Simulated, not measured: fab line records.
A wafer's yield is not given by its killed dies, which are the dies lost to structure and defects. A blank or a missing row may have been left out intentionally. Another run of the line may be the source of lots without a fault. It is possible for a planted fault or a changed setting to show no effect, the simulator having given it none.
A sampling plan put to the test || flow nand-harc || one fab line, 23 faults that these records tell of, each judged on the records of the lots that it struck; 1 more is left out, because the records don't allow judging it
What counts as the plan is the set of the line's own looks, namely the steps on the route at which a gauge or an inspection reads a wafer and does not change it. A look is open to judgement when struck wafers have a number at it and the file gives its usual mean and standard deviation on fault-free wafers. Caught: the struck wafers' mean, at a look after the fault's first step, is 4 or more of those standard deviations (sigma) away from the usual mean. On the tool: the fault's steps, tested the same way using the tool's own readings. A different recipe on the struck wafers counts as caught too, as does a record blank only for those wafers.

## THE FAULTS, as the simulator had put them in
1. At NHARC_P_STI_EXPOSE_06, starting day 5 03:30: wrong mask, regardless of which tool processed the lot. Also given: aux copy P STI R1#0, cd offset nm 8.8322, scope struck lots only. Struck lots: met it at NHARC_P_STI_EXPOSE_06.
2. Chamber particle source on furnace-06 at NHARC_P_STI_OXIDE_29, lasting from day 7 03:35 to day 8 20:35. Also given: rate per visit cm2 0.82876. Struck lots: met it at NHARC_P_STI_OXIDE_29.
3. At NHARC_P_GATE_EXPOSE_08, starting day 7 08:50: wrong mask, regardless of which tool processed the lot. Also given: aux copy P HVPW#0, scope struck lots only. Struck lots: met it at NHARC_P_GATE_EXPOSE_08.
4. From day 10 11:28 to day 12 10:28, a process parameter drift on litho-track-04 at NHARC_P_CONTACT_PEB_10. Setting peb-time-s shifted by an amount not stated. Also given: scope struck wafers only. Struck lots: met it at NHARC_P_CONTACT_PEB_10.
5. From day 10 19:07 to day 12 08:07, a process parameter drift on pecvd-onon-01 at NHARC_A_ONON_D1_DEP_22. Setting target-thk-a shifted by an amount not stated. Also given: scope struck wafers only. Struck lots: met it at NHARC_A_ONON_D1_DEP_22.
6. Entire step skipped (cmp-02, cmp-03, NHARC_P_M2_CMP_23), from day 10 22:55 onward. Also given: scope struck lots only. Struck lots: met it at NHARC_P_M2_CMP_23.
7. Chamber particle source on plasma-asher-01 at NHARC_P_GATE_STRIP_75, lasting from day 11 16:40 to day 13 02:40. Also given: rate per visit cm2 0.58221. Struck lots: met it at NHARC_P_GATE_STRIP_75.
8. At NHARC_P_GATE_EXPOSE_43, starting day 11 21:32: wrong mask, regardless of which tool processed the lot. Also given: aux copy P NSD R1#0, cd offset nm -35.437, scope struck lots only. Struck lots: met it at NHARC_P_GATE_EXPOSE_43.
9. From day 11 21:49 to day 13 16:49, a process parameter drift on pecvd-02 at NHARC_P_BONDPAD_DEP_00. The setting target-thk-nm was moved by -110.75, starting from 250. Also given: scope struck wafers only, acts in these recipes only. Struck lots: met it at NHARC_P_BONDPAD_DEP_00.
10. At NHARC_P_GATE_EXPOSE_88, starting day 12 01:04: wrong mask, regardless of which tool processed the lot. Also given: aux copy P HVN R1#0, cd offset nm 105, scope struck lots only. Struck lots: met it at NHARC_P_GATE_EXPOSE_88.
11. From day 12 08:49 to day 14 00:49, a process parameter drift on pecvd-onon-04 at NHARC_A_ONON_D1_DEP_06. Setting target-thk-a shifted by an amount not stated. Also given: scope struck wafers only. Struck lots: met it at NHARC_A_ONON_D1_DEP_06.
12. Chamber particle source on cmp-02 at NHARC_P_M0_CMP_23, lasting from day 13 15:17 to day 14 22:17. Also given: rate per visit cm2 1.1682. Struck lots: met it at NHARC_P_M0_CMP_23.
13. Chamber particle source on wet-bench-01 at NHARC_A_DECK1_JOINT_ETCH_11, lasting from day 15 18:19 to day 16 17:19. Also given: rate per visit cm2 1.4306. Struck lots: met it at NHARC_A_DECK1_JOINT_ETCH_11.
14. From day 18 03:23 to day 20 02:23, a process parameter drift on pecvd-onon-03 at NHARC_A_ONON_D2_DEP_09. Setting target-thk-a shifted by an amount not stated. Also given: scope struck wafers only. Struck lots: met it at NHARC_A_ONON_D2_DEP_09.
15. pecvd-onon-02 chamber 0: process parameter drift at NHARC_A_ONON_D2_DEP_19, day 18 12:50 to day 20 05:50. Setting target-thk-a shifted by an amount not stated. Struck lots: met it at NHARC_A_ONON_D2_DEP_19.
16. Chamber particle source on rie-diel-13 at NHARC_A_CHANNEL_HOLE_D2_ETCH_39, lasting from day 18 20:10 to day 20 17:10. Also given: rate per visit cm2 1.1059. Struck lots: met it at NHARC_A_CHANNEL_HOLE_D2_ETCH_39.
17. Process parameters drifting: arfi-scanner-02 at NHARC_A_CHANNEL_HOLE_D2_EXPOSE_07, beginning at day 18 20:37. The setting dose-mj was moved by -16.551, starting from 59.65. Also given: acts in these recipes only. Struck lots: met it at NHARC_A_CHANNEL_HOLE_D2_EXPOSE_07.
18. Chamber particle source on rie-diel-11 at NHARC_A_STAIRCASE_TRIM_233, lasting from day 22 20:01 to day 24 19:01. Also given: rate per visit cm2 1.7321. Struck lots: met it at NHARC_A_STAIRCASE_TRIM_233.
19. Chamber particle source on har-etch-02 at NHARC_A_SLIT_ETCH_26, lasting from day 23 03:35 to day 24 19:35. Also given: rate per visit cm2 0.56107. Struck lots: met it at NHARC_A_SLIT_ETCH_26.
20. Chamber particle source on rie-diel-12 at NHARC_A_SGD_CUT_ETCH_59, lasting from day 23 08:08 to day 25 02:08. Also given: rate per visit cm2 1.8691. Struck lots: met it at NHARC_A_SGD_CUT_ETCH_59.
21. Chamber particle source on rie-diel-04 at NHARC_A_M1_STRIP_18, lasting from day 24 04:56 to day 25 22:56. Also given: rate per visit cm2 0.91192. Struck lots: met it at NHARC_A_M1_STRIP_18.
22. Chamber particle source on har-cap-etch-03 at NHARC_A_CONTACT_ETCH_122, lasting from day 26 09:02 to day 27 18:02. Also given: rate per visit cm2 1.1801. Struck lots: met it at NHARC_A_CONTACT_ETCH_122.
23. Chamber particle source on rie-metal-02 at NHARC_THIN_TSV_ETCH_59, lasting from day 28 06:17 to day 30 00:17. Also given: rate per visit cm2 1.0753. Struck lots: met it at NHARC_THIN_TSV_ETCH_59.

## WHAT THE PLAN SAW
{"fault": 1, "on the tool itself": "under 2 sigma", "first look that catches it": "none of the 2 looks that can be judged after it", "reading, sigma": "strongest: trench-foot-cd-nm at NHARC_P_STI_OCD_MEAS_17, +3.7", "median hours from its first step to that look": "-", "hours from the fault's start to the first struck lot there": "-", "judged looks passed uncaught": 2}
{"fault": 2, "on the tool itself": "under 2 sigma", "first look that catches it": "NHARC_P_STI_INSPECT_11", "reading, sigma": "raw-defect-count +99 or beyond", "median hours from its first step to that look": 11.4, "hours from the fault's start to the first struck lot there": 15, "judged looks passed uncaught": 0}
{"fault": 3, "on the tool itself": "no reading that can be judged", "first look that catches it": "no look after it can be judged", "reading, sigma": "-", "median hours from its first step to that look": "-", "hours from the fault's start to the first struck lot there": "-", "judged looks passed uncaught": 0}
{"fault": 4, "on the tool itself": "no reading that can be judged", "first look that catches it": "NHARC_P_CONTACT_CD_MEAS_12", "reading, sigma": "cd-nm +13", "median hours from its first step to that look": 0.1, "hours from the fault's start to the first struck lot there": 0, "judged looks passed uncaught": 0}
{"fault": 5, "on the tool itself": "under 2 sigma", "first look that catches it": "NHARC_A_ONON_D1_THK_MEAS_24", "reading, sigma": "thk-nm -43", "median hours from its first step to that look": 0.5, "hours from the fault's start to the first struck lot there": 5, "judged looks passed uncaught": 0}
{"fault": 6, "on the tool itself": "the tool's record is blank for the struck wafers", "first look that catches it": "NHARC_P_M2_THK_MEAS_24", "reading, sigma": "thk-nm +99 or beyond", "median hours from its first step to that look": 0.3, "hours from the fault's start to the first struck lot there": 4, "judged looks passed uncaught": 0}
{"fault": 7, "on the tool itself": "under 2 sigma", "first look that catches it": "NHARC_END_SORT_01", "reading, sigma": "killed-at-periphery +24", "median hours from its first step to that look": 445.0, "hours from the fault's start to the first struck lot there": 444, "judged looks passed uncaught": 3}
{"fault": 8, "on the tool itself": "under 2 sigma", "first look that catches it": "NHARC_P_GATE_CD_MEAS_46", "reading, sigma": "cd-nm -17", "median hours from its first step to that look": 0.2, "hours from the fault's start to the first struck lot there": 6, "judged looks passed uncaught": 0}
{"fault": 9, "on the tool itself": "under 2 sigma", "first look that catches it": "NHARC_P_BONDPAD_THK_MEAS_33", "reading, sigma": "thk-nm -43", "median hours from its first step to that look": 0.5, "hours from the fault's start to the first struck lot there": 18, "judged looks passed uncaught": 0}
{"fault": 10, "on the tool itself": "no reading that can be judged", "first look that catches it": "NHARC_P_GATE_CD_MEAS_91", "reading, sigma": "cd-nm +55", "median hours from its first step to that look": 0.1, "hours from the fault's start to the first struck lot there": 6, "judged looks passed uncaught": 0}
{"fault": 11, "on the tool itself": "no reading that can be judged", "first look that catches it": "NHARC_A_ONON_D1_THK_MEAS_08", "reading, sigma": "thk-nm -10", "median hours from its first step to that look": 0.4, "hours from the fault's start to the first struck lot there": 35, "judged looks passed uncaught": 0}
{"fault": 12, "on the tool itself": "under 2 sigma", "first look that catches it": "NHARC_P_M0_INSPECT_27", "reading, sigma": "raw-defect-count +9.1", "median hours from its first step to that look": 0.4, "hours from the fault's start to the first struck lot there": 9, "judged looks passed uncaught": 0}
{"fault": 13, "on the tool itself": "no reading that can be judged", "first look that catches it": "NHARC_END_SORT_01", "reading, sigma": "killed-at-array +4.3", "median hours from its first step to that look": 325.8, "hours from the fault's start to the first struck lot there": 323, "judged looks passed uncaught": 1}
{"fault": 14, "on the tool itself": "no reading that can be judged", "first look that catches it": "NHARC_A_ONON_D2_THK_MEAS_11", "reading, sigma": "thk-nm -13", "median hours from its first step to that look": 0.5, "hours from the fault's start to the first struck lot there": 14, "judged looks passed uncaught": 0}
{"fault": 15, "on the tool itself": "under 2 sigma", "first look that catches it": "NHARC_A_ONON_D2_THK_MEAS_21", "reading, sigma": "thk-nm -34", "median hours from its first step to that look": 0.5, "hours from the fault's start to the first struck lot there": 13, "judged looks passed uncaught": 0}
{"fault": 16, "on the tool itself": "under 2 sigma", "first look that catches it": "NHARC_A_CHANNEL_HOLE_D2_INSPECT_40", "reading, sigma": "raw-defect-count +9.9", "median hours from its first step to that look": 7.7, "hours from the fault's start to the first struck lot there": 18, "judged looks passed uncaught": 0}
{"fault": 17, "on the tool itself": "exposure-dose-mJ-cm2 -87 sigma", "first look that catches it": "NHARC_A_CHANNEL_HOLE_D2_CD_MEAS_10", "reading, sigma": "cd-nm -30", "median hours from its first step to that look": 0.1, "hours from the fault's start to the first struck lot there": 12, "judged looks passed uncaught": 0}
{"fault": 18, "on the tool itself": "under 2 sigma", "first look that catches it": "not the one look that can be judged after it", "reading, sigma": "strongest: killed-dies at NHARC_END_SORT_01, +3.6", "median hours from its first step to that look": "-", "hours from the fault's start to the first struck lot there": "-", "judged looks passed uncaught": 1}
{"fault": 19, "on the tool itself": "under 2 sigma", "first look that catches it": "NHARC_A_SIN_REMOVE_INSPECT_04", "reading, sigma": "raw-defect-count +4.1", "median hours from its first step to that look": 8.0, "hours from the fault's start to the first struck lot there": 17, "judged looks passed uncaught": 0}
{"fault": 20, "on the tool itself": "under 2 sigma", "first look that catches it": "NHARC_END_SORT_01", "reading, sigma": "killed-at-array +4.5", "median hours from its first step to that look": 131.9, "hours from the fault's start to the first struck lot there": 141, "judged looks passed uncaught": 2}
{"fault": 21, "on the tool itself": "under 2 sigma", "first look that catches it": "none of the 3 looks that can be judged after it", "reading, sigma": "strongest: killed-at-array at NHARC_END_SORT_01, +3.9", "median hours from its first step to that look": "-", "hours from the fault's start to the first struck lot there": "-", "judged looks passed uncaught": 3}
{"fault": 22, "on the tool itself": "no reading that can be judged", "first look that catches it": "NHARC_END_SORT_01", "reading, sigma": "killed-at-array +4.1", "median hours from its first step to that look": 75.3, "hours from the fault's start to the first struck lot there": 79, "judged looks passed uncaught": 0}
{"fault": 23, "on the tool itself": "under 2 sigma", "first look that catches it": "NHARC_THIN_TSV_INSPECT_40", "reading, sigma": "raw-defect-count +6.7", "median hours from its first step to that look": 7.1, "hours from the fault's start to the first struck lot there": 20, "judged looks passed uncaught": 0}
A dash: the fault is not caught, or the number is missing from these records.

Caught at a look: 19 of 23. Caught on the tool: 2 of 23. By one or the other: 19 of 23.
Caught at a look alone: faults 2, 4, 5, 7, 8, 9, 10, 11, 12, 13, 14, 15, 16, 19, 20, 22, 23.
Caught by neither: faults 1, 3, 18, 21.

## THINNER SAMPLING
If the look that catches a fault measured only every second or every third lot, by lot number, the first struck lot would be measured this late in the worst case:
{"fault": 2, "struck lots at that look, in order of time": "L270, L272", "every lot": "15 h", "every second lot": "may miss all 2", "every third lot": "may miss all 2"}
{"fault": 4, "struck lots at that look, in order of time": "L323, L325", "every lot": "0 h", "every second lot": "may miss all 2", "every third lot": "may miss all 2"}
{"fault": 5, "struck lots at that look, in order of time": "L300", "every lot": "5 h", "every second lot": "may miss it", "every third lot": "may miss it"}
{"fault": 6, "struck lots at that look, in order of time": "L430, L429", "every lot": "4 h", "every second lot": "5 h", "every third lot": "may miss all 2"}
{"fault": 7, "struck lots at that look, in order of time": "L515, L514", "every lot": "444 h", "every second lot": "454 h", "every third lot": "may miss all 2"}
{"fault": 8, "struck lots at that look, in order of time": "L671", "every lot": "6 h", "every second lot": "may miss it", "every third lot": "may miss it"}
{"fault": 9, "struck lots at that look, in order of time": "L477, L479", "every lot": "18 h", "every second lot": "may miss all 2", "every third lot": "may miss all 2"}
{"fault": 10, "struck lots at that look, in order of time": "L499", "every lot": "6 h", "every second lot": "may miss it", "every third lot": "may miss it"}
{"fault": 11, "struck lots at that look, in order of time": "L704", "every lot": "35 h", "every second lot": "may miss it", "every third lot": "may miss it"}
{"fault": 12, "struck lots at that look, in order of time": "L745, L746", "every lot": "9 h", "every second lot": "20 h", "every third lot": "may miss all 2"}
{"fault": 13, "struck lots at that look, in order of time": "L194, L195", "every lot": "323 h", "every second lot": "341 h", "every third lot": "may miss all 2"}
{"fault": 14, "struck lots at that look, in order of time": "L971, L973", "every lot": "14 h", "every second lot": "may miss all 2", "every third lot": "may miss all 2"}
{"fault": 15, "struck lots at that look, in order of time": "L101, L103", "every lot": "13 h", "every second lot": "may miss all 2", "every third lot": "may miss all 2"}
{"fault": 16, "struck lots at that look, in order of time": "L372, L374", "every lot": "18 h", "every second lot": "may miss all 2", "every third lot": "may miss all 2"}
{"fault": 17, "struck lots at that look, in order of time": "L264, L266", "every lot": "12 h", "every second lot": "may miss all 2", "every third lot": "may miss all 2"}
{"fault": 19, "struck lots at that look, in order of time": "L442, L444", "every lot": "17 h", "every second lot": "may miss all 2", "every third lot": "may miss all 2"}
{"fault": 20, "struck lots at that look, in order of time": "L976, L977", "every lot": "141 h", "every second lot": "160 h", "every third lot": "may miss all 2"}
{"fault": 22, "struck lots at that look, in order of time": "L787, L788", "every lot": "79 h", "every second lot": "95 h", "every third lot": "may miss all 2"}
{"fault": 23, "struck lots at that look, in order of time": "L464, L462", "every lot": "20 h", "every second lot": "may miss all 2", "every third lot": "may miss all 2"}
The hour figures run from when the fault began to the first measured lot among those it struck. 4 sigma limit: tested on the pooled struck wafers, so a lone lot may be under it. Other struck lots may not be in these records.

## THE LONGEST TIMED WAY FROM STEP TO LOOK
In fault 7, a median of 445.0 hours elapses between NHARC_P_GATE_STRIP_75 and NHARC_END_SORT_01. The looks between them that can be judged stayed within 4 sigma: NHARC_P_GATE_CD_MEAS_59, NHARC_P_GATE_CD_MEAS_91, NHARC_P_GATE_INSPECT_68.
